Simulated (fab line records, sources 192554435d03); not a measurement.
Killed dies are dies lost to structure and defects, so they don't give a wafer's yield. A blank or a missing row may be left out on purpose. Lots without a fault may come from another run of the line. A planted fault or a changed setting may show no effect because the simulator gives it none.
fab line records | flow n5_finfet | part 1 of 2: steps 1 to 4 of 6
record lots=18 wafers=54 last_day=19
route steps=1938 shown ZERO_LAYER@17 FIN_SAQP@95
lots that met no fault: from a run of the same line without faults
start_h: hours from the record's first day to the start of the lot's first wafer shown | wait_h: hours since the lot's step before | " the same as in the row above | L1.1+2: a row that stands for several wafers | - no value, or no start given | * or withheld: withheld | < > ~ a bound
route shown NAME@n: a module of which the file shows steps, and the number in the route of the first | usual: mean/standard deviation of fault-free wafers | same: alike in all rows | chamber/n: place in a boat | sites: the reading at each site | _std_site: their standard deviation | _edge_site: outer sites' mean less inner sites' | radius_mm: how far each site lies from the wafer's centre | mask NAME#n: copy n | behind: the tool/chamber that last shaped the wafer | hold: why the lot was held/for how many hours/how that ended | device: the transistor (n, p or np) that didn't switch | end of line: the same wafers' tests at the end of the route | a step without rows: its recipe alone | killed: dies lost to structure and defects at the first sort, not the wafer's yield | map: a wafer's dies, x killed, . not, _ none there
set.NAME: the setting as run; set.NAME@STEP: as run at that earlier step | model.NAME: the simulator's own value behind a step, which no gauge read
steps of the route over a sample of lots; a table a step, a row a wafer
services: from which hour (start_h, from the record's first day; less than 0 if before it) a tool's chamber was out of use, for how many hours, and why
## steps
# step N5_ZERO_LAYER_STRIP_24
# recipe chemistry=O2 power_w=1000 temp_c=250 overash_fraction=0.3 pressure_mtorr=1000 o2_flow_sccm=6750
# usual chamber_pressure_mTorr=1000.1/0.93 drypump_motor_current_A=5.89/0.17 heater_power_w=329/29 oes_product_au=0.648/0.0049 strip_time_to_endpoint_s=43.89/0.087
# same overash_fraction=0.3
# columns lot.wafer tool chamber start_h wait_h chamber_pressure_mTorr drypump_motor_current_A heater_power_w oes_product_au rf_hours_counter_h strip_time_to_endpoint_s
L074.1 plasma_asher-02 0 13.20 0.1 998.5 6.13 311 0.649 63 44.13
L074.3 " 1 " " 1000.6 5.60 383 0.653 - 44.09
L074.6 " 0 " " 999.6 6.14 303 0.641 - 44.05
L075.2 plasma_asher-01 1 19.03 0.1 999.6 5.79 304 0.644 24 43.91
L075.4 " 0 " " 1000.1 6.01 347 0.652 - 43.89
L075.6 " 0 " " 999.0 6.01 342 0.652 - 43.95
L076.1 plasma_asher-01 1 24.91 0.1 1001.4 5.75 306 0.650 24 43.84
L076.4 " 0 " " 999.2 6.02 361 0.660 - 43.94
L076.5 " 0 " " 999.1 6.02 354 0.639 - 43.88
L077.1 plasma_asher-02 0 31.11 0.1 998.9 6.14 305 0.649 67 43.71
L077.4 " 0 " " 999.6 6.17 312 0.651 - 43.95
L077.5 " 0 " " 998.9 6.15 307 0.645 - 43.91
L078.1 plasma_asher-01 0 36.94 0.1 1000.6 6.02 338 0.650 27 43.91
L078.3 " 0 " " 999.6 6.01 350 0.649 - 43.91
L078.4 " 1 " " 999.9 5.78 302 0.652 - 43.93
L081.1 plasma_asher-01 1 55.03 0.1 1001.4 5.81 303 0.645 30 43.76
L081.3 " 1 " " 999.0 5.81 297 0.640 - 43.92
L081.4 " 0 " " 999.7 6.04 349 0.644 - 43.88
L082.3 plasma_asher-01 1 61.20 0.1 999.7 5.76 300 0.643 - 43.83
L082.4 " 0 " " 998.2 6.04 356 0.650 - 43.80
L082.6 " 1 " " 999.0 5.79 298 0.645 - 43.91
L083.2 plasma_asher-01 1 67.32 0.1 999.6 5.77 298 0.643 32 43.85
L083.4 " 0 " " 999.1 6.03 348 0.656 - 43.89
L083.6 " 0 " " 1000.5 6.02 349 0.648 - 43.88
L084.1 plasma_asher-02 1 73.07 0.1 998.0 5.61 375 0.638 77 43.97
L084.4 " 1 " " 1001.7 5.61 369 0.649 - 43.84
L084.6 " 0 " " 1000.4 6.13 304 0.646 - 43.99
L085.2 plasma_asher-01 1 78.89 0.1 998.9 5.75 293 0.649 35 43.82
L085.3 " 1 " " 1000.7 5.75 300 0.650 - 43.80
L085.4 " 0 " " 999.3 6.02 348 0.638 - 43.65
L087.1 plasma_asher-01 1 91.09 0.1 1000.9 5.76 308 0.643 38 43.78
L087.2 " 0 " " 1000.6 6.06 345 0.647 38 43.82
L087.5 " 1 " " 1000.9 5.79 304 0.645 - 43.84
L088.1 plasma_asher-02 0 97.02 0.1 1000.5 6.13 313 0.648 82 43.99
L088.3 " 1 " " 1001.6 5.59 387 0.647 - 43.96
L088.6 " 1 " " 1000.8 5.62 386 0.645 - 43.94
L089.2 plasma_asher-01 0 103.08 0.1 999.2 6.04 345 0.658 41 43.81
L089.3 " 1 " " 999.8 5.77 295 0.643 - 43.87
L089.6 " 0 " " 999.7 6.02 346 0.644 - 43.89
L091.1 plasma_asher-01 0 114.89 0.1 1000.4 6.05 343 0.656 43 43.85
L091.2 " 1 " " 1001.4 5.76 308 0.643 43 43.89
L091.6 " 1 " " 1000.5 5.74 296 0.651 - 43.86
L092.1 plasma_asher-02 1 121.02 0.1 1000.0 5.63 380 0.644 86 43.81
L092.2 " 0 " " 1000.6 6.16 298 0.644 86 43.83
L092.6 " 1 " " 1001.5 5.63 373 0.650 - 43.73
L093.1 plasma_asher-01 1 127.29 0.1 1001.3 5.78 303 0.647 45 43.92
L093.4 " 0 " " 999.9 6.03 354 0.656 - 44.01
L093.6 " 1 " " 1000.8 5.77 304 0.653 - 44.05
L094.1 plasma_asher-01 1 133.11 0.1 1000.4 5.78 304 0.653 46 43.96
L094.2 " 0 " " 999.9 6.05 370 0.651 46 43.94
L094.5 " 0 " " 1000.9 6.04 344 0.648 - 43.95
L096.2 plasma_asher-01 0 145.03 0.1 1000.4 6.01 350 0.653 49 43.78
L096.4 " 0 " " 999.1 6.01 344 0.655 - 43.79
L096.5 " 1 " " 1001.3 5.76 303 0.651 - 43.74
# step N5_FIN_SAQP_DENSIFY_62
# recipe temp_c=700 time_s=60 ambient=N2 idle_temp_c=600 ramp_up_c_per_s=150 ramp_down_c_per_s=60 cool_to_c=600
# usual lamp_power_pct=9.85/0.055 lamp_zone_3_pct=9.847/0.012 wafer_temp_C_max=703.4/0.7
# columns lot.wafer tool chamber start_h wait_h lamp_power_pct lamp_zone_3_pct wafer_temp_C_max
L074.1 rtp_anneal-02 0 22.30 0.1 9.77 9.851 703.3
L074.3 " 0 " " 9.89 9.845 703.4
L074.6 " 0 " " 9.83 9.869 703.4
L075.2 rtp_anneal-01 0 26.73 0.2 9.79 9.849 703.4
L075.4 " 0 " " 9.85 9.848 703.0
L075.6 " 0 " " 9.84 9.820 704.3
L076.1 rtp_anneal-02 0 33.90 0.1 9.81 9.844 702.1
L076.4 " 0 " " 9.86 9.845 702.4
L076.5 " 0 " " 9.94 9.850 703.2
L077.1 rtp_anneal-01 0 39.59 0.1 9.78 9.837 704.4
L077.4 " 0 " " 9.85 9.856 703.0
L077.5 " 0 " " 9.77 9.845 704.7
L078.1 rtp_anneal-01 0 45.30 0.1 9.94 9.834 703.2
L078.3 " 0 " " 9.90 9.861 703.6
L078.4 " 0 " " 9.89 9.860 703.1
L081.1 rtp_anneal-01 0 63.65 0.3 9.94 9.851 702.9
L081.3 " 0 " " 9.79 9.824 703.9
L081.4 " 0 " " 9.80 9.844 703.7
L082.3 rtp_anneal-02 0 69.84 0.2 9.86 9.848 704.4
L082.4 " 0 " " 9.82 9.858 703.1
L082.6 " 0 " " 9.85 9.847 702.7
L083.2 rtp_anneal-01 0 75.50 0.1 9.94 9.863 705.1
L083.4 " 0 " " 9.82 9.843 703.3
L083.6 " 0 " " 9.91 9.874 703.7
L084.1 rtp_anneal-01 0 81.42 0.1 9.88 9.853 703.5
L084.4 " 0 " " 9.73 9.857 704.0
L084.6 " 0 " " 9.89 9.854 702.9
L085.2 rtp_anneal-02 0 91.48 0.6 9.82 9.867 702.6
L085.3 " 0 " " 9.70 9.861 702.3
L085.4 " 0 " " 9.82 9.833 704.2
L087.1 rtp_anneal-02 0 99.98 0.3 9.88 9.860 703.7
L087.2 " 0 " " 9.91 9.844 703.6
L087.5 " 0 " " 9.83 9.834 703.0
L088.1 rtp_anneal-02 0 105.38 0.1 9.95 9.831 702.7
L088.3 " 0 " " 9.96 9.842 702.5
L088.6 " 0 " " 9.82 9.841 703.5
L089.2 rtp_anneal-02 0 110.61 0.2 9.85 9.847 702.9
L089.3 " 0 " " 9.86 9.840 702.5
L089.6 " 0 " " 9.69 9.844 703.1
L091.1 rtp_anneal-02 0 123.16 0.3 9.89 9.854 702.9
L091.2 " 0 " " 9.82 9.829 703.5
L091.6 " 0 " " 9.82 9.880 704.1
L092.1 rtp_anneal-02 0 129.61 0.4 9.90 9.824 703.0
L092.2 " 0 " " 9.91 9.864 703.3
L092.6 " 0 " " 9.80 9.852 702.9
L093.1 rtp_anneal-02 0 135.37 0.3 9.82 9.847 703.4
L093.4 " 0 " " 9.84 9.860 703.3
L093.6 " 0 " " 9.89 9.836 702.8
L094.1 rtp_anneal-02 0 140.39 0.2 9.86 9.846 703.5
L094.2 " 0 " " 9.77 9.835 702.5
L094.5 " 0 " " 9.89 9.845 702.5
L096.2 rtp_anneal-02 0 158.57 0.7 9.80 9.841 703.2
L096.4 " 0 " " 9.83 9.844 703.9
L096.5 " 0 " " 9.81 9.848 702.8
# step N5_FIN_SAQP_PECVD_48
# recipe material=SiNx target_thk_a=250 temp_c=400 precursor=SiH4/NH3/N2 pressure_torr=1.5 rf_w=300 time_s=22.1
# usual heater_power_w=749/86 rf_fwd_power_W=296.4/1.1 showerhead_plenum_p_Torr=5.18/0.084 throttle_valve_pct=39.2/2.8
# columns lot.wafer tool chamber start_h wait_h heater_power_w rf_fwd_power_W showerhead_plenum_p_Torr throttle_valve_pct
L074.1 pecvd-01 0 22.71 0.0 740 298.9 5.18 37.4
L074.3 " 2 " " 835 296.0 5.23 36.7
L074.6 " 2 " " 831 296.0 5.22 36.3
L075.2 pecvd-02 2 27.23 0.0 903 295.3 5.19 39.4
L075.4 " 2 " " 900 296.2 5.19 39.4
L075.6 " 0 " " 594 295.8 5.18 41.5
L076.1 pecvd-03 1 34.32 0.0 646 295.4 5.08 41.6
L076.4 " 1 " " 655 295.9 5.09 41.7
L076.5 " 1 " " 650 296.6 5.10 41.5
L077.1 pecvd-03 1 40.00 0.0 667 297.3 5.08 41.8
L077.4 " 0 " " 868 296.0 5.12 39.6
L077.5 " 1 " " 678 297.3 5.08 41.9
L078.1 pecvd-03 0 45.70 0.0 957 297.1 5.11 39.5
L078.3 " 0 " " 905 296.1 5.13 39.5
L078.4 " 1 " " 684 295.3 5.09 41.8
L081.1 pecvd-03 2 64.11 0.1 760 294.3 5.20 35.1
L081.3 " 2 " " 763 294.3 5.21 34.8
L081.4 " 2 " " 765 295.4 5.21 34.6
L082.3 pecvd-01 2 70.20 0.0 759 294.4 5.24 36.3
L082.4 " 0 " " 741 296.7 5.16 37.6
L082.6 " 1 " " 682 297.1 5.35 44.3
L083.2 pecvd-03 0 75.85 0.0 826 296.8 5.13 40.1
L083.4 " 1 " " 691 296.8 5.09 41.5
L083.6 " 2 " " 697 295.2 5.23 34.8
L084.1 pecvd-02 1 81.80 0.0 694 296.7 5.05 37.7
L084.4 " 0 " " 709 295.9 5.20 41.1
L084.6 " 2 " " 818 297.0 5.20 39.7
L085.2 pecvd-02 1 91.85 0.0 746 296.8 5.04 37.5
L085.3 " 1 " " 752 296.8 5.04 37.8
L085.4 " 0 " " 674 295.7 5.19 41.4
L087.1 pecvd-01 1 100.36 0.0 747 296.5 5.36 44.3
L087.2 " 0 " " 807 295.8 5.16 37.7
L087.5 " 1 " " 729 297.0 5.35 44.2
L088.1 pecvd-01 2 105.78 0.0 732 297.2 5.24 36.5
L088.3 " 1 " " 642 296.4 5.36 44.1
L088.6 " 2 " " 708 296.2 5.24 36.4
L089.2 pecvd-03 1 111.00 0.0 680 295.2 5.10 41.4
L089.3 " 2 " " 709 296.6 5.21 35.3
L089.6 " 2 " " 705 293.6 5.22 35.4
L091.1 pecvd-03 1 123.54 0.0 580 297.6 5.10 41.6
L091.2 " 0 " " 925 296.1 5.11 40.1
L091.6 " 1 " " 598 296.4 5.10 41.5
L092.1 pecvd-03 0 129.99 0.0 897 297.7 5.13 39.9
L092.2 " 2 " " 679 295.5 5.20 35.1
L092.6 " 1 " " 706 297.9 5.10 41.6
L093.1 pecvd-01 0 135.77 0.0 733 297.0 5.18 37.6
L093.4 " 2 " " 818 296.4 5.23 36.8
L093.6 " 2 " " 842 297.1 5.24 36.5
L094.1 pecvd-01 2 140.77 0.0 847 297.6 5.22 36.6
L094.2 " 1 " " 661 296.7 5.35 44.1
L094.5 " 0 " " 796 297.1 5.16 37.9
L096.2 pecvd-01 2 158.92 0.0 766 297.7 5.24 36.6
L096.4 " 1 " " 656 296.4 5.38 44.2
L096.5 " 0 " " 846 297.4 5.18 37.6
# step N5_FIN_SAQP_DESCUM_21
# recipe chemistry=O2 time_s=7.9 source_power_w=50 bias_power_w=20 pressure_mtorr=20 rf_frequency_hz=2.712e+07 temp_c=40 resist=CAR-ArF o2_flow_sccm=225
# usual chamber_pressure_mTorr=19.998/0.019 drypump_motor_current_A=5.9/0.5 oes_product_au=0.76/0.087 rf_fwd_power_W=49.29/0.22 rf_vpp_V=242.8/1.4 showerhead_plenum_p_Torr=2.08/0.065 throttle_valve_pct=20.52/0.29
# columns lot.wafer tool chamber start_h wait_h chamber_pressure_mTorr drypump_motor_current_A oes_product_au rf_fwd_power_W rf_hours_counter_h rf_vpp_V showerhead_plenum_p_Torr throttle_valve_pct
L074.1 rie_diel-03 1 23.37 0.1 19.979 5.2 0.71 48.93 200 244.6 2.17 20.38
L074.3 " 0 " " 20.027 5.7 0.72 49.34 171 242.8 2.01 20.41
L074.6 " 2 " " 20.018 5.3 0.83 49.50 - 243.5 2.04 20.03
L075.2 rie_diel-04 1 27.95 0.0 19.965 6.4 0.70 49.18 201 244.5 2.16 20.39
L075.4 " 2 " " 19.982 5.6 0.76 49.09 142 242.4 2.03 20.72
L075.6 " 1 " " 20.034 6.4 0.70 49.26 - 244.0 2.16 20.41
L076.1 rie_diel-01 0 35.10 0.0 19.989 6.4 0.76 49.61 140 243.5 2.17 20.58
L076.4 " 3 " " 20.003 6.0 0.71 49.29 237 241.9 2.07 20.38
L076.5 " 1 " " 19.988 5.8 0.69 49.16 - 242.4 2.06 20.82
L077.1 rie_diel-04 2 40.76 0.0 20.001 5.6 0.76 49.04 146 243.0 2.03 20.74
L077.4 " 0 " " 20.020 6.0 0.80 49.49 84 242.6 2.13 20.85
L077.5 " 2 " " 20.007 5.6 0.76 49.07 - 241.6 2.03 20.75
L078.1 rie_diel-01 3 46.58 0.1 20.004 5.9 0.71 49.40 242 244.7 2.07 20.40
L078.3 " 1 " " 19.993 5.8 0.68 49.38 234 243.2 2.06 20.83
L078.4 " 2 " " 20.005 6.6 0.81 49.07 104 242.0 2.04 20.87
L081.1 rie_diel-04 0 64.89 0.0 19.994 6.0 0.79 49.41 93 243.4 2.13 20.89
L081.3 " 1 " " 20.012 6.4 0.70 49.27 214 245.4 2.16 20.41
L081.4 " 2 " " 19.968 5.6 0.74 49.38 155 242.4 2.02 20.75
L082.3 rie_diel-03 3 70.91 0.0 19.984 6.5 0.73 49.47 172 243.6 2.18 20.47
L082.4 " 0 " " 20.005 5.6 0.71 49.23 188 241.1 2.01 20.43
L082.6 " 0 " " 19.975 5.6 0.72 49.23 - 241.5 2.01 20.44
L083.2 rie_diel-01 1 76.95 0.4 19.982 5.8 0.67 49.21 247 243.7 2.05 20.85
L083.4 " 0 " " 20.012 6.4 0.74 49.35 - 245.1 2.17 20.60
L083.6 " 1 " " 20.002 5.7 0.68 49.40 - 243.3 2.05 20.84
L084.1 rie_diel-01 2 82.41 0.1 20.001 6.5 0.79 48.87 120 242.2 2.03 20.89
L084.4 " 1 " " 19.979 5.8 0.67 49.31 - 242.0 2.05 20.85
L084.6 " 2 " " 20.025 6.6 0.80 49.15 - 242.1 2.03 20.90
L085.2 rie_diel-04 2 92.48 0.0 19.983 5.6 0.74 49.12 166 240.6 2.02 20.76
L085.3 " 3 " " 20.002 5.2 0.72 49.21 202 239.9 1.99 20.27
L085.4 " 0 " " 20.049 6.0 0.78 49.29 104 242.6 2.12 20.88
L087.1 rie_diel-01 3 101.09 0.0 19.972 6.0 1.02 49.25 5 243.2 2.06 19.98
L087.2 " 2 " " 20.000 6.6 0.78 49.03 128 243.5 2.03 20.90
L087.5 " 3 " " 19.972 6.0 1.01 49.39 - 242.6 2.06 20.00
L088.1 rie_diel-03 3 106.49 0.0 19.995 6.5 0.72 49.19 182 244.3 2.17 20.48
L088.3 " 2 " " 20.015 5.2 0.79 49.63 98 243.3 2.03 20.06
L088.6 " 2 " " 19.989 5.2 0.78 49.23 - 241.3 2.03 20.07
L089.2 rie_diel-01 1 111.77 0.0 19.961 5.8 0.98 49.35 3 243.0 2.05 20.40
L089.3 " 2 " " 20.005 6.6 0.78 49.09 132 242.6 2.03 20.90
L089.6 " 1 " " 20.033 5.8 0.98 49.18 - 244.1 2.05 20.37
L091.1 rie_diel-01 2 124.25 0.0 19.971 6.6 0.77 49.11 137 242.7 2.03 20.93
L091.2 " 1 " " 20.024 5.7 0.94 49.17 9 242.7 2.05 20.41
L091.6 " 3 " " 19.970 6.0 0.97 49.42 - 242.9 2.06 20.00
L092.1 rie_diel-03 2 130.72 0.0 20.010 5.3 0.79 49.20 104 242.7 2.03 20.06
L092.2 " 3 " " 20.021 6.5 0.72 49.57 190 243.6 2.17 20.48
L092.6 " 0 " " 20.000 5.6 0.69 49.33 - 240.9 2.00 20.47
L093.1 rie_diel-04 0 136.56 0.1 20.003 6.0 0.77 49.63 115 245.2 2.12 20.89
L093.4 " 3 " " 19.981 5.2 0.71 49.14 - 241.3 1.98 20.30
L093.6 " 0 " " 20.009 6.0 0.77 49.47 - 241.5 2.12 20.90
L094.1 rie_diel-04 1 141.48 0.0 19.992 6.4 0.66 49.34 243 243.8 2.15 20.47
L094.2 " 3 " " 20.002 5.2 0.71 49.44 222 240.3 1.98 20.28
L094.5 " 3 " " 19.993 5.2 0.70 49.44 - 240.3 1.98 20.31
L096.2 rie_diel-04 2 159.91 0.3 19.979 5.6 0.72 49.13 175 243.4 2.02 20.78
L096.4 " 2 " " 20.038 5.6 0.72 49.09 - 242.1 2.02 20.78
L096.5 " 2 " " 20.025 5.6 0.72 48.93 - 242.1 2.02 20.77
